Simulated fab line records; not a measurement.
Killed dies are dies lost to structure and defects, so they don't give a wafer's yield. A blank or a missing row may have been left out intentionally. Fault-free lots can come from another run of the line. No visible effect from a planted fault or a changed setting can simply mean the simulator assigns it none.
Comparing a struck lot with a sound one    flow nand-harc    15 steps out of a route of 1159
Sound: these wafers, L649.1, L649.3, L649.6. Struck: wafers L660.2, L660.5, L660.6. The cause is given at the end.
For every step that has rows: the tool of each side, followed by ch and its chambers, followed by its first start. Under that, the readings that differ: sound wafers    struck wafers    difference of the means    sigmas: that difference in standard deviations of wafers without a fault.
alike: readings with means less than 2 such deviations apart, plus words and numbers identical on both sides. not compared: withheld readings, readings lacking a value on some wafer, bounds such as >300 that could conceal the same value, and numbers that have no deviation in the record and whose values overlap.
A row with sigmas, a row that says differs or no value, or rows on one side alone: a step with any of these is where the two part. When numbers do not overlap yet have no deviation, they are printed without sigmas and do not part them. A reading missing from all wafers of one side parts the sides only when that side holds two or more wafers.

NHARC_A_CONTACT_ETCH_132: etches the open film in C4F8/O2/Ar, time 156 s, target depth 958 nm.
  sound on har-cap-etch-02 ch 0,1, day 18 23:11; struck on har-cap-etch-01 ch 0,1, day 21 04:44
  not compared: rf-hours-counter-h
then, 1 step without rows for these wafers: NHARC_A_CONTACT_ETCH_133 (etches the open film in C4F8/O2/Ar, time 195 s, target depth 840 nm).
NHARC_A_CONTACT_ETCH_91: etches the open film in CH3F/O2, target depth 40 nm, time 85.7 s.
  sound on rie-diel-08 ch 0,1,2, day 18 23:52; struck on rie-diel-11 ch 0,1,3, day 21 05:30
  alike: bias-w, drypump-motor-current-A, oes-product-au, rf-vpp-V, showerhead-plenum-p-Torr, throttle-valve-pct
  not compared: rf-hours-counter-h
NHARC_A_CONTACT_ETCH_97: etches the open film in C4F6/O2, target depth 20 nm, time 10 s.
  sound on rie-diel-08 ch 1,2,3; struck on rie-diel-11 ch 0,2,3
  alike: bias-w, drypump-motor-current-A, oes-product-au, rf-vpp-V, showerhead-plenum-p-Torr, throttle-valve-pct
  not compared: rf-hours-counter-h
NHARC_A_CONTACT_CD_MEAS_80:
  sound on cd-sem-01, day 19 00:05; struck on cd-sem-03, day 21 05:41
  alike: cd-nm
then, 3 steps without rows for these wafers: NHARC_A_CONTACT_STRIP_103 (strips in N2/H2); NHARC_A_CONTACT_STRIP_104 (strips in CF4/CHF3); NHARC_A_CONTACT_STRIP_105 (strips in O2/COS).
NHARC_A_CONTACT_ETCH_106: etches the open film in CF4/O2, target depth 60 nm, overetch 6 nm, time 33 s.
  sound on rie-diel-08 ch 0,2, day 19 00:22; struck on rie-diel-13 ch 2,3, day 21 05:59
  alike: bias-w, drypump-motor-current-A, oes_f_703_au, oes-product-au, rf-vpp-V, showerhead-plenum-p-Torr, throttle-valve-pct
  not compared: rf-hours-counter-h
then, 2 steps without rows for these wafers: NHARC_A_CONTACT_STRIP_82 (strips in O2); NHARC_A_CONTACT_STRIP_83 (strips in post etch residue remover, time 600 s).
NHARC_A_CONTACT_DEP_84: deposits aC, target thk 2000 nm.
  sound on acl-dep-01 ch 0, day 19 04:01; struck on acl-dep-03 ch 0, day 21 09:48
  alike: susceptor-temp-C, throttle-valve-pct
NHARC_A_CONTACT_DEP_85: deposits SiON, target thk 50 nm.
  sound on pecvd-04 ch 0,2, day 19 05:28; struck on pecvd-03 ch 0,1,2, day 21 10:55
  no value came back on the struck wafers for chamber-pressure-Torr (Torr), heater-power-outer-w (W), heater-power-w (W); on the sound wafers chamber-pressure-Torr (Torr) reads 3.489 3.503 3.490
then, 1 step without rows for these wafers: NHARC_A_CONTACT_DEHYDRATE_00 (time 120 s).
-- record jumps: 2 days between struck wafers' starts before vs after; left off in module A_CONTACT, resumes in module END, first step shown is number 1159 of the route --
NHARC_END_SORT_01:
  sound on prober-02 ch 0, day 21 09:32; struck on prober-01 ch 0, day 23 21:06
reading          sound     struck       difference  sigmas
killed-at-array  16 14 23  669 675 671  +654        +65
killed-dies      17 19 26  677 677 677  +656        +60
  alike: killed-at-other, killed-at-periphery, killed-open, killed-short

== WHERE THEY PART ==
First at NHARC_A_CONTACT_DEP_85; last, within this record, at NHARC_END_SORT_01.

WHY: what the simulator had put in
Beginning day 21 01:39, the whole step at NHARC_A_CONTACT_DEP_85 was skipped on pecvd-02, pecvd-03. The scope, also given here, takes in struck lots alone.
